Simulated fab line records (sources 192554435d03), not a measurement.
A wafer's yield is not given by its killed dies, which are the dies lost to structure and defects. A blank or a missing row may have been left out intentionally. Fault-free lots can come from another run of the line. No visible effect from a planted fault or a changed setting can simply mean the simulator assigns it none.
Which tool did it? / flow n5_finfet / 24 wafers from 8 lots sampled at 6 of the route's 1938 steps

## WHAT THE GAUGES READ, wafer by wafer
N5_HKMG_FIN_INSPECT_14: inspects for defects (macro). Usual: raw_defect_count 2.0, standard deviation 1.6.
lot=L532; measured=day 5 18:02; on=defect_inspect-02; raw_defect_count=0 1 1; flag=
lot=L533; measured=day 6 09:11; on=defect_inspect-02; raw_defect_count=0 0 3; flag=
lot=L534; measured=day 6 10:05; on=defect_inspect-02; raw_defect_count=3 0 3; flag=
lot=L537; measured=day 7 05:04; on=defect_inspect-01; raw_defect_count=2 2 2; flag=
lot=L539; measured=day 7 16:46; on=defect_inspect-01; raw_defect_count=3 0 3; flag=
lot=L540; measured=day 7 21:32; on=defect_inspect-01; raw_defect_count=>300 1 0; flag=
lot=L541; measured=day 8 01:19; on=defect_inspect-02; raw_defect_count=4 5 5; flag=
lot=L543; measured=day 8 08:59; on=defect_inspect-02; raw_defect_count=7 4 1; flag=

N5_BEOL_M4_RC_MEAS_101. Usual: DIBL_N 35.4 mV/V, standard deviation 2.1; DIBL_P 34.8 mV/V, standard deviation 2.6; IOFF_N 0.15 nA/um, standard deviation 0.037; IOFF_P 0.19 nA/um, standard deviation 0.037; ION_N 677 uA/um, standard deviation 16; ION_P 462 uA/um, standard deviation 9.3; SS_N 71.4 mV/dec, standard deviation 0.75; SS_P 72.9 mV/dec, standard deviation 0.77; VT_N 250 mV, standard deviation 3.7; VT_P -251 mV, standard deviation 3.5.
lot=L532; measured=day 9 10:58; on=prober-01; DIBL_N (mV/V)=34.8 37.2 34.0; DIBL_P (mV/V)=33.8 36.0 32.3; IOFF_N (nA/um)=0.13 0.16 0.12; IOFF_P (nA/um)=0.16 0.18 0.13; ION_N (uA/um)=664 678 660; ION_P (uA/um)=456 457 448; SS_N (mV/dec)=71.1 71.7 70.9; SS_P (mV/dec)=73.1 73.2 71.5; VT_N (mV)=251 248 255; VT_P (mV)=-257 -253 -257; flag=
lot=L533; measured=day 10 10:59; on=prober-01; DIBL_N (mV/V)=35.8 36.6 36.7; DIBL_P (mV/V)=35.1 34.8 35.7; IOFF_N (nA/um)=0.16 0.16 0.16; IOFF_P (nA/um)=0.19 0.19 0.20; ION_N (uA/um)=697 688 690; ION_P (uA/um)=474 464 471; SS_N (mV/dec)=71.5 71.2 71.1; SS_P (mV/dec)=72.5 73.1 72.8; VT_N (mV)=246 247 247; VT_P (mV)=-249 -251 -250; flag=
lot=L534; measured=day 10 10:04; on=prober-01; DIBL_N (mV/V)=35.4 33.4 37.0; DIBL_P (mV/V)=34.8 32.0 37.2; IOFF_N (nA/um)=0.16 0.12 0.20; IOFF_P (nA/um)=0.21 0.17 0.26; ION_N (uA/um)=662 666 682; ION_P (uA/um)=463 464 465; SS_N (mV/dec)=71.6 71.6 73.0; SS_P (mV/dec)=72.6 72.0 73.6; VT_N (mV)=246 251 245; VT_P (mV)=-248 -251 -245; flag=
lot=L537; measured=day 11 11:31; on=prober-02; DIBL_N (mV/V)=34.3 39.5 32.7; DIBL_P (mV/V)=34.2 41.3 31.6; IOFF_N (nA/um)=0.13 0.25 0.11; IOFF_P (nA/um)=0.17 0.31 0.14; ION_N (uA/um)=660 712 669; ION_P (uA/um)=454 480 457; SS_N (mV/dec)=71.3 72.6 70.9; SS_P (mV/dec)=71.9 74.3 72.1; VT_N (mV)=251 242 253; VT_P (mV)=-253 -243 -254; flag=
lot=L539; measured=day 11 12:50; on=prober-01; DIBL_N (mV/V)=35.2 35.3 33.4; DIBL_P (mV/V)=34.9 34.9 32.1; IOFF_N (nA/um)=0.15 0.14 0.12; IOFF_P (nA/um)=0.21 0.21 0.17; ION_N (uA/um)=683 679 674; ION_P (uA/um)=467 469 462; SS_N (mV/dec)=71.2 71.3 71.4; SS_P (mV/dec)=73.5 73.1 72.2; VT_N (mV)=248 249 254; VT_P (mV)=-248 -249 -250; flag=
lot=L540; measured=day 11 15:32; on=prober-01; DIBL_N (mV/V)=33.4 32.9 36.4; DIBL_P (mV/V)=32.6 31.6 34.9; IOFF_N (nA/um)=0.11 0.10 0.15; IOFF_P (nA/um)=0.17 0.15 0.20; ION_N (uA/um)=661 643 652; ION_P (uA/um)=455 453 452; SS_N (mV/dec)=71.3 70.7 72.4; SS_P (mV/dec)=72.1 72.0 72.8; VT_N (mV)=254 260 253; VT_P (mV)=-250 -253 -249; flag=
lot=L541; measured=day 11 20:48; on=prober-02; DIBL_N (mV/V)=38.6 33.9 39.1; DIBL_P (mV/V)=39.2 33.0 38.8; IOFF_N (nA/um)=0.20 0.12 0.18; IOFF_P (nA/um)=0.24 0.15 0.23; ION_N (uA/um)=681 668 672; ION_P (uA/um)=474 460 464; SS_N (mV/dec)=72.1 71.0 71.7; SS_P (mV/dec)=73.5 72.4 73.8; VT_N (mV)=248 252 251; VT_P (mV)=-249 -255 -251; flag=
lot=L543; measured=day 12 05:58; on=prober-01; DIBL_N (mV/V)=33.1 32.3 33.5; DIBL_P (mV/V)=32.2 31.9 33.4; IOFF_N (nA/um)=0.11 0.11 0.13; IOFF_P (nA/um)=0.15 0.15 0.16; ION_N (uA/um)=662 682 668; ION_P (uA/um)=448 472 456; SS_N (mV/dec)=69.8 70.4 71.0; SS_P (mV/dec)=71.9 73.0 72.7; VT_N (mV)=252 253 251; VT_P (mV)=-255 -253 -251; flag=

## WHAT TOOL EACH LOT RAN ON (gives the tool, then ch and the chambers of the sampled wafers, and finally the start)
lot=L532; N5_HKMG_FIN_WET_ETCH_76=wet_bench-05 ch 0,5,6, day 5 15:10; N5_HKMG_FIN_ETCH_32=rie_diel-01 ch 2,3, day 5 18:09; N5_HKMG_FIN_ETCH_35=rie_diel-01 ch 2,3, day 5 18:22; N5_HKMG_FIN_ETCH_86=rie_diel-01 ch 0,1, day 5 19:23
lot=L533; N5_HKMG_FIN_WET_ETCH_76=wet_bench-01 ch 0,4,7, day 6 06:14; N5_HKMG_FIN_ETCH_32=rie_diel-05 ch 1,2, day 6 09:25; N5_HKMG_FIN_ETCH_35=rie_diel-05 ch 1,2, day 6 09:38; N5_HKMG_FIN_ETCH_86=rie_diel-01 ch 2,3, day 6 10:39
lot=L534; N5_HKMG_FIN_WET_ETCH_76=wet_bench-01 ch 0,3,4, day 6 07:37; N5_HKMG_FIN_ETCH_32=rie_diel-05 ch 1,2, day 6 10:14; N5_HKMG_FIN_ETCH_35=rie_diel-05 ch 1,2, day 6 10:26; N5_HKMG_FIN_ETCH_86=rie_diel-05 ch 0,2,3, day 6 11:27
lot=L537; N5_HKMG_FIN_WET_ETCH_76=wet_bench-01 ch 1,2,6, day 7 02:01; N5_HKMG_FIN_ETCH_32=rie_diel-03 ch 0,1,3, day 7 05:17; N5_HKMG_FIN_ETCH_35=rie_diel-03 ch 0,1,3, day 7 05:29; N5_HKMG_FIN_ETCH_86=rie_diel-01 ch 0,1,3, day 7 06:31
lot=L539; N5_HKMG_FIN_WET_ETCH_76=wet_bench-01 ch 1,5,7, day 7 14:13; N5_HKMG_FIN_ETCH_32=rie_diel-01 ch 1,2, day 7 17:12; N5_HKMG_FIN_ETCH_35=rie_diel-01 ch 1,2, day 7 17:25; N5_HKMG_FIN_ETCH_86=rie_diel-05 ch 2,3, day 7 18:26
lot=L540; N5_HKMG_FIN_WET_ETCH_76=wet_bench-01 ch 3,5,7, day 7 18:59; N5_HKMG_FIN_ETCH_32=rie_diel-05 ch 0,1,3, day 7 21:40; N5_HKMG_FIN_ETCH_35=rie_diel-05 ch 0,1,3, day 7 21:52; N5_HKMG_FIN_ETCH_86=rie_diel-01 ch 1,2, day 7 22:53
lot=L541; N5_HKMG_FIN_WET_ETCH_76=wet_bench-05 ch 4,5,7, day 7 22:55; N5_HKMG_FIN_ETCH_32=rie_diel-03 ch 0,1, day 8 01:26; N5_HKMG_FIN_ETCH_35=rie_diel-03 ch 0,1, day 8 01:39; N5_HKMG_FIN_ETCH_86=rie_diel-05 ch 1,2,3, day 8 02:49
lot=L543; N5_HKMG_FIN_WET_ETCH_76=wet_bench-05 ch 0,5,6, day 8 06:28; N5_HKMG_FIN_ETCH_32=rie_diel-01 ch 0,1, day 8 09:07; N5_HKMG_FIN_ETCH_35=rie_diel-01 ch 0,1, day 8 09:20; N5_HKMG_FIN_ETCH_86=rie_diel-01 ch 0,2, day 8 10:21
- N5_HKMG_FIN_WET_ETCH_76: etches Al2O3 in dNH4OH, stops on La2O3, target depth 2.25 nm, rinse time 30 s.
- N5_HKMG_FIN_ETCH_32: etches SOC in N2/H2, target depth 240 nm, time 300 s.
- N5_HKMG_FIN_ETCH_35: etches SOC in N2/H2, target depth 215.8 nm, time 243.4 s.
- N5_HKMG_FIN_ETCH_86: etches SOC in N2/H2, stops on TiN, target depth 393.2 nm.

## WHAT THE TOOLS THEMSELVES READ (means of the sampled wafers that have a number; where no wafer has one, the mark that the record gives instead)
N5_HKMG_FIN_WET_ETCH_76. Usual: bath_heat_duty_pct 6.3 %, standard deviation 0.91.
lot=L532; tool=wet_bench-05; bath_heat_duty_pct (%)=6.4; flag=
lot=L533; tool=wet_bench-01; bath_heat_duty_pct (%)=5.7; flag=
lot=L534; tool=wet_bench-01; bath_heat_duty_pct (%)=5.4; flag=
lot=L537; tool=wet_bench-01; bath_heat_duty_pct (%)=6.1; flag=
lot=L539; tool=wet_bench-01; bath_heat_duty_pct (%)=6.2; flag=
lot=L540; tool=wet_bench-01; bath_heat_duty_pct (%)=5.8; flag=
lot=L541; tool=wet_bench-05; bath_heat_duty_pct (%)=6.1; flag=
lot=L543; tool=wet_bench-05; bath_heat_duty_pct (%)=6.2; flag=

N5_HKMG_FIN_ETCH_32. Usual: value, then standard deviation, for each; chamber_pressure_mTorr 30.002 mTorr / 0.03; drypump_motor_current_A 5.7 A / 0.3; n2_flow_sccm 200.0 sccm / 0.6; oes_product_au 0.82 a.u. / 0.098; rf_vpp_V 524.0 V / 2.5; showerhead_plenum_p_Torr 2.54 Torr / 0.087; throttle_valve_pct 17.83 % / 0.25.
lot=L532; tool=rie_diel-01; chamber_pressure_mTorr (mTorr)=30.044; drypump_motor_current_A (A)=5.5; n2_flow_sccm (sccm)=200.4; oes_product_au (a.u.)=0.68; rf_vpp_V (V)=522.6; showerhead_plenum_p_Torr (Torr)=2.46; throttle_valve_pct (%)=18.00; flag=
lot=L533; tool=rie_diel-05; chamber_pressure_mTorr (mTorr)=29.999; drypump_motor_current_A (A)=5.8; n2_flow_sccm (sccm)=200.5; oes_product_au (a.u.)=0.96; rf_vpp_V (V)=524.0; showerhead_plenum_p_Torr (Torr)=2.54; throttle_valve_pct (%)=17.97; flag=
lot=L534; tool=rie_diel-05; chamber_pressure_mTorr (mTorr)=29.981; drypump_motor_current_A (A)=5.9; n2_flow_sccm (sccm)=200.0; oes_product_au (a.u.)=0.92; rf_vpp_V (V)=524.7; showerhead_plenum_p_Torr (Torr)=2.55; throttle_valve_pct (%)=17.65; flag=
lot=L537; tool=rie_diel-03; chamber_pressure_mTorr (mTorr)=29.973; drypump_motor_current_A (A)=5.6; n2_flow_sccm (sccm)=200.0; oes_product_au (a.u.)=0.78; rf_vpp_V (V)=524.0; showerhead_plenum_p_Torr (Torr)=2.53; throttle_valve_pct (%)=17.90; flag=
lot=L539; tool=rie_diel-01; chamber_pressure_mTorr (mTorr)=30.013; drypump_motor_current_A (A)=6.0; n2_flow_sccm (sccm)=200.2; oes_product_au (a.u.)=0.86; rf_vpp_V (V)=527.0; showerhead_plenum_p_Torr (Torr)=2.64; throttle_valve_pct (%)=17.64; flag=
lot=L540; tool=rie_diel-05; chamber_pressure_mTorr (mTorr)=29.983; drypump_motor_current_A (A)=5.6; n2_flow_sccm (sccm)=200.1; oes_product_au (a.u.)=0.86; rf_vpp_V (V)=523.1; showerhead_plenum_p_Torr (Torr)=2.52; throttle_valve_pct (%)=17.71; flag=
lot=L541; tool=rie_diel-03; chamber_pressure_mTorr (mTorr)=30.004; drypump_motor_current_A (A)=5.5; n2_flow_sccm (sccm)=200.4; oes_product_au (a.u.)=0.72; rf_vpp_V (V)=524.4; showerhead_plenum_p_Torr (Torr)=2.54; throttle_valve_pct (%)=18.09; flag=
lot=L543; tool=rie_diel-01; chamber_pressure_mTorr (mTorr)=29.998; drypump_motor_current_A (A)=6.1; n2_flow_sccm (sccm)=199.6; oes_product_au (a.u.)=0.80; rf_vpp_V (V)=524.9; showerhead_plenum_p_Torr (Torr)=2.58; throttle_valve_pct (%)=17.75; flag=

N5_HKMG_FIN_ETCH_35. Usual: value, then standard deviation, for each; chamber_pressure_mTorr 30.003 mTorr / 0.025; drypump_motor_current_A 5.7 A / 0.31; n2_flow_sccm 200.0 sccm / 0.61; oes_product_au 0.82 a.u. / 0.098; rf_vpp_V 141.5 V / 1.1; showerhead_plenum_p_Torr 2.54 Torr / 0.087; throttle_valve_pct 17.83 % / 0.25.
lot=L532; tool=rie_diel-01; chamber_pressure_mTorr (mTorr)=30.004; drypump_motor_current_A (A)=5.5; n2_flow_sccm (sccm)=199.7; oes_product_au (a.u.)=0.68; rf_vpp_V (V)=141.0; showerhead_plenum_p_Torr (Torr)=2.46; throttle_valve_pct (%)=18.02; flag=
lot=L533; tool=rie_diel-05; chamber_pressure_mTorr (mTorr)=29.995; drypump_motor_current_A (A)=5.9; n2_flow_sccm (sccm)=199.7; oes_product_au (a.u.)=0.96; rf_vpp_V (V)=142.2; showerhead_plenum_p_Torr (Torr)=2.54; throttle_valve_pct (%)=17.98; flag=
lot=L534; tool=rie_diel-05; chamber_pressure_mTorr (mTorr)=29.977; drypump_motor_current_A (A)=5.9; n2_flow_sccm (sccm)=200.6; oes_product_au (a.u.)=0.93; rf_vpp_V (V)=141.6; showerhead_plenum_p_Torr (Torr)=2.55; throttle_valve_pct (%)=17.65; flag=
lot=L537; tool=rie_diel-03; chamber_pressure_mTorr (mTorr)=30.000; drypump_motor_current_A (A)=5.5; n2_flow_sccm (sccm)=200.4; oes_product_au (a.u.)=0.79; rf_vpp_V (V)=142.1; showerhead_plenum_p_Torr (Torr)=2.53; throttle_valve_pct (%)=17.90; flag=
lot=L539; tool=rie_diel-01; chamber_pressure_mTorr (mTorr)=30.016; drypump_motor_current_A (A)=6.1; n2_flow_sccm (sccm)=199.7; oes_product_au (a.u.)=0.87; rf_vpp_V (V)=142.4; showerhead_plenum_p_Torr (Torr)=2.64; throttle_valve_pct (%)=17.63; flag=
lot=L540; tool=rie_diel-05; chamber_pressure_mTorr (mTorr)=29.998; drypump_motor_current_A (A)=5.7; n2_flow_sccm (sccm)=200.2; oes_product_au (a.u.)=0.87; rf_vpp_V (V)=141.0; showerhead_plenum_p_Torr (Torr)=2.52; throttle_valve_pct (%)=17.72; flag=
lot=L541; tool=rie_diel-03; chamber_pressure_mTorr (mTorr)=30.000; drypump_motor_current_A (A)=5.5; n2_flow_sccm (sccm)=199.6; oes_product_au (a.u.)=0.72; rf_vpp_V (V)=142.6; showerhead_plenum_p_Torr (Torr)=2.54; throttle_valve_pct (%)=18.10; flag=
lot=L543; tool=rie_diel-01; chamber_pressure_mTorr (mTorr)=30.028; drypump_motor_current_A (A)=6.1; n2_flow_sccm (sccm)=200.6; oes_product_au (a.u.)=0.80; rf_vpp_V (V)=142.7; showerhead_plenum_p_Torr (Torr)=2.58; throttle_valve_pct (%)=17.76; flag=

N5_HKMG_FIN_ETCH_86. Usual: value, then standard deviation, for each; chamber_pressure_mTorr 30.005 mTorr / 0.028; drypump_motor_current_A 5.8 A / 0.36; n2_flow_sccm 199.9 sccm / 0.62; oes_product_au 0.80 a.u. / 0.089; rf_vpp_V 241.0 V / 1.4; showerhead_plenum_p_Torr 2.55 Torr / 0.091; throttle_valve_pct 17.79 % / 0.25.
lot=L532; tool=rie_diel-01; chamber_pressure_mTorr (mTorr)=30.007; drypump_motor_current_A (A)=6.0; n2_flow_sccm (sccm)=199.7; oes_product_au (a.u.)=0.82; rf_vpp_V (V)=242.5; showerhead_plenum_p_Torr (Torr)=2.63; throttle_valve_pct (%)=17.60; flag=
lot=L533; tool=rie_diel-01; chamber_pressure_mTorr (mTorr)=30.006; drypump_motor_current_A (A)=5.8; n2_flow_sccm (sccm)=200.3; oes_product_au (a.u.)=0.68; rf_vpp_V (V)=241.4; showerhead_plenum_p_Torr (Torr)=2.52; throttle_valve_pct (%)=17.99; flag=
lot=L534; tool=rie_diel-05; chamber_pressure_mTorr (mTorr)=30.016; drypump_motor_current_A (A)=5.7; n2_flow_sccm (sccm)=199.9; oes_product_au (a.u.)=0.88; rf_vpp_V (V)=240.6; showerhead_plenum_p_Torr (Torr)=2.51; throttle_valve_pct (%)=17.99; flag=
lot=L537; tool=rie_diel-01; chamber_pressure_mTorr (mTorr)=30.007; drypump_motor_current_A (A)=5.7; n2_flow_sccm (sccm)=199.5; oes_product_au (a.u.)=0.75; rf_vpp_V (V)=240.8; showerhead_plenum_p_Torr (Torr)=2.53; throttle_valve_pct (%)=17.77; flag=
lot=L539; tool=rie_diel-05; chamber_pressure_mTorr (mTorr)=30.047; drypump_motor_current_A (A)=5.7; n2_flow_sccm (sccm)=199.8; oes_product_au (a.u.)=0.93; rf_vpp_V (V)=240.5; showerhead_plenum_p_Torr (Torr)=2.50; throttle_valve_pct (%)=18.15; flag=
lot=L540; tool=rie_diel-01; chamber_pressure_mTorr (mTorr)=29.996; drypump_motor_current_A (A)=6.0; n2_flow_sccm (sccm)=199.7; oes_product_au (a.u.)=0.84; rf_vpp_V (V)=241.9; showerhead_plenum_p_Torr (Torr)=2.64; throttle_valve_pct (%)=17.62; flag=
lot=L541; tool=rie_diel-05; chamber_pressure_mTorr (mTorr)=30.018; drypump_motor_current_A (A)=5.7; n2_flow_sccm (sccm)=199.8; oes_product_au (a.u.)=0.90; rf_vpp_V (V)=240.2; showerhead_plenum_p_Torr (Torr)=2.52; throttle_valve_pct (%)=17.85; flag=
lot=L543; tool=rie_diel-01; chamber_pressure_mTorr (mTorr)=30.007; drypump_motor_current_A (A)=6.2; n2_flow_sccm (sccm)=199.1; oes_product_au (a.u.)=0.83; rf_vpp_V (V)=240.6; showerhead_plenum_p_Torr (Torr)=2.55; throttle_valve_pct (%)=17.74; flag=

## THE ANSWER, worked out from the rows above alone
Rule: a lot counts as off when the mean over its wafers that have a number is more than 3 standard deviations away from the usual mean. Also off: a lot with no number at a reading for which 4 or more lots have one. The other lots that the step has rows for count as sound. The gauges are gone through in route order, then the tools' own readings, and for those a lot's mean is taken as printed above. At the first step where some lot is off, the reading lying furthest off is the one used; lots without a number count as furthest.
Nothing can be told from this: no lot is off at any reading shown.

## WHAT THE SIMULATOR HAD INSERTED
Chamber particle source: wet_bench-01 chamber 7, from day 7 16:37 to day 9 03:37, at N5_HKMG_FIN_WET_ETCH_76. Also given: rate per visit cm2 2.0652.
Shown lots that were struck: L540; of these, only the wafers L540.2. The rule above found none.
